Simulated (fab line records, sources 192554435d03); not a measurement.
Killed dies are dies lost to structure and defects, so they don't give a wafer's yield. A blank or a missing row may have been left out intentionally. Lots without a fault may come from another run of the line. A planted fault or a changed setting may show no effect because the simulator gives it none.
Matching of chambers -- flow n5_finfet -- 4 sister chambers for N5_BEOL_M11_DESCUM_16 on rie_diel-03
The step chemistry O2, time 7.9 s. 27 wafers are shown with their chamber, then 12 later ones without.

WAFERS WITH THEIR CHAMBER
wafer,chamber,showerhead_plenum_p_Torr (Torr),throttle_valve_pct (%),oes_product_au (a.u.)
L075.1,2,1.99,20.49,0.73
L075.4,0,2.02,20.14,0.83
L075.6,0,2.02,20.13,0.84
L076.3,2,1.99,20.49,0.74
L076.5,3,2.16,20.46,0.68
L076.6,0,2.02,20.15,0.83
L079.1,3,2.16,20.49,0.68
L079.3,1,2.08,20.21,0.75
L079.4,0,2.01,20.15,0.82
L085.2,0,2.01,20.15,0.82
L085.3,1,2.08,20.21,0.74
L085.5,1,2.08,20.20,0.75
L083.4,3,2.16,20.47,0.68
L083.5,0,2.01,20.15,0.82
L083.6,3,2.16,20.48,0.68
L087.1,3,2.16,20.51,0.69
L087.3,0,2.01,20.16,0.81
L087.6,0,2.01,20.16,0.82
L086.1,1,2.07,20.21,0.74
L086.3,2,1.98,20.52,0.73
L086.5,1,2.07,20.21,0.74
L089.4,1,2.07,20.23,0.74
L089.5,3,2.16,20.49,0.67
L089.6,2,1.98,20.52,0.73
L091.3,0,2.01,20.18,0.80
L091.5,1,2.07,20.25,0.73
L091.6,0,2.01,20.17,0.81

SIGNATURES, as means of the wafers listed above
reading,chamber 0,chamber 1,chamber 2,chamber 3,scatter within a chamber
showerhead_plenum_p_Torr,2.0130,2.0743,1.9850,2.1600,0.00458
throttle_valve_pct,20.1540,20.2171,20.5050,20.4833,0.0162
oes_product_au,0.8200,0.7414,0.7325,0.6800,0.00875
Rule: for a wafer and a chamber, the distance is found by dividing, reading by reading, the gap between the wafer's reading and the chamber's mean by the reading's scatter, squaring, summing and taking the root. The wafer belongs to the nearest chamber; if the next one is less than 2 further off, it can't be placed. The scatter: the root of (the sum of the squares of (reading less its chamber's mean) over the shown wafers, divided by (wafers less chambers)).

WAFERS MISSING THEIR CHAMBER
wafer,showerhead_plenum_p_Torr (Torr),throttle_valve_pct (%),oes_product_au (a.u.)
L092.2,2.15,20.50,0.66
L092.3,2.07,20.23,0.73
L092.6,2.15,20.51,0.67
L094.1,2.15,20.51,0.66
L094.5,1.98,20.57,0.71
L094.6,2.15,20.52,0.66
L095.1,2.15,20.50,0.66
L095.4,1.98,20.55,0.72
L095.5,2.07,20.25,0.73
L097.2,2.00,20.18,0.79
L097.3,2.15,20.53,0.66
L097.5,2.07,20.25,0.73

WHICH CHAMBER EACH WENT THROUGH
wafer,from the rows above,in truth
L092.2,3,3
L092.3,1,1
L092.6,3,3
L094.1,3,3
L094.5,2,2
L094.6,3,3
L095.1,3,3
L095.4,2,2
L095.5,1,1
L097.2,0,0
L097.3,3,3
L097.5,1,1
Correct placement for 12 of the 12. Number that these rows cannot place: 0. Placed wrongly: 0.
